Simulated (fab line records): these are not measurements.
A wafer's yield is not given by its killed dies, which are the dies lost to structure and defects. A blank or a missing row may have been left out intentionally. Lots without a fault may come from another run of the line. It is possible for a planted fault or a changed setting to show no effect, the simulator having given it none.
Split-lot experiment	flow n5 finfet	route with 1938 steps; 7 lots, 21 wafers read

ON THE SPLIT
At N5_BEOL_M12_COAT_04 (resist thk 400 nm), the setting spin rpm was moved away from the recipe's 1625 rpm on 7 of the 21 wafers read, by -10.6% to +9.8%. For the rest of the wafers, this setting stayed at what the recipe calls for.

FROM THE SPLIT TO THE READING: what the file shows between them, 5 steps
- N5_BEOL_M12_EXPOSE_07: exposes mask V11 (also split here: dose mj)
- N5_BEOL_M12_PEB_08: peb time 90 s
- N5_BEOL_M12_DEVELOP_09: develop time 45 s
- N5_BEOL_M12_DESCUM_15: chemistry O2, time 7.9 s
- N5_BEOL_M12_ETCH_59: etches BARC in N2/H2, target depth 89 nm, overetch 26.7 nm, time 67.9 s

THE READING
coat_of_BEOL_M12_COAT_04.thk nm (the simulator's own value, which no gauge read), in nm, at N5_BEOL_M12_VIA_ETCH_16 (etches SiOC in C4F8/O2/Ar, target depth 724.8 nm). The file gives no usual value for it. Across the 14 wafers here that went through the recipe, the average is 122.2 nm and the standard deviation 2.1 nm.

wafer	tool, chamber at the split	spin rpm as run, rpm	against the recipe	coat_of_BEOL_M12_COAT_04.thk nm, nm	against lot-mates on the recipe
L082.2	litho track-04, 0	1763	+8.5%	112	-11.9
L082.4	litho track-04, 0	1625	recipe	122.6	-
L082.6	litho track-04, 0	1625	recipe	125.2	-
L078.3	litho track-04, 0	1625	recipe	120.6	-
L078.4	litho track-04, 0	1625	recipe	119.4	-
L078.5	litho track-04, 0	1625	recipe	122	-
L084.1	litho track-05, 0	1784	+9.8%	102.2	-18.6
L084.2	litho track-05, 0	1784	+9.8%	108	-12.8
L084.4	litho track-05, 0	1625	recipe	120.8	-
L086.1	litho track-04, 0	1452	-10.6%	150.4	+29.6
L086.5	litho track-04, 0	1452	-10.6%	142.8	+22.0
L086.6	litho track-04, 0	1625	recipe	120.8	-
L090.4	litho track-01, 0	1625	recipe	122.6	-
L090.5	litho track-01, 0	1625	recipe	121.2	-
L090.6	litho track-01, 0	1625	recipe	121.6	-
L089.1	litho track-01, 0	1775	+9.2%	107.4	-14.0
L089.3	litho track-01, 0	1625	recipe	120.4	-
L089.4	litho track-01, 0	1625	recipe	122.4	-
L093.1	litho track-05, 0	1625	recipe	127.8	-
L093.4	litho track-05, 0	1625	recipe	123.4	-
L093.6	litho track-05, 0	1475	-9.2%	143.6	+18.0

FIT RESULTS
A straight line over all 21 wafers: coat_of_BEOL_M12_COAT_04.thk nm changes by -1.94 nm for each +1% of spin rpm; r = -0.97; the points scatter about the line by 3 nm.
The same after taking each lot's own level away (the mean of its wafers on the recipe; 21 wafers): -1.91 nm for each +1%; r = -0.97; scatter 2.8 nm.
The reading moves by 20 nm for the largest change in spin rpm, on that fit.
The lots' own levels span 120.67 to 125.60 nm, that is 2.4 times the standard deviation above.
The two slopes are in agreement: the lot-to-lot level therefore moves the slope only a little.
Check: with one of the wafers moved furthest among these (-10.6%) left out of the fit, the line predicts +19.1 nm for it against its lot-mates. Against them it came out at +29.6 nm.

FURTHER SPLITS ON THESE WAFERS
Note: prior to the reading, these wafers also went through further splits. Each is held against what the fit with the lots' levels taken away leaves over:
other split on the same wafers	wafers away from the commonest value	r with coat_of_BEOL_M12_COAT_04.thk nm (lot level and that fit taken away)
N5_BEOL_M11_EXPOSE_25 dose mj	6	-0.02
N5_BEOL_M12_EXPOSE_07 dose mj	5	-0.05

THE WHOLE CHAIN: every reading that the file lists as answering this split, in the file's order
step	what it does	reading	change (the file's fit)	r (the file's)
N5_BEOL_M12_COAT_04	resist thk 400 nm	coat_of_BEOL_M12_COAT_04.thk nm (the simulator's own value, which no gauge read)	-2 nm for each +1% of the setting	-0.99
N5_BEOL_M12_VIA_ETCH_16	etches SiOC in C4F8/O2/Ar, target depth 724.8 nm	coat_of_BEOL_M12_COAT_04.thk nm (the simulator's own value, which no gauge read)	-1.83 nm for each +1% of the setting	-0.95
N5_BEOL_M12_STRIP_63	strips in N2/H2	strip time to endpoint s	withheld for each +1% of the setting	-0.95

FILE'S OWN FIT
coat_of_BEOL_M12_COAT_04.thk nm changes by -1.83 nm for each +1% of spin rpm, r = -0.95.
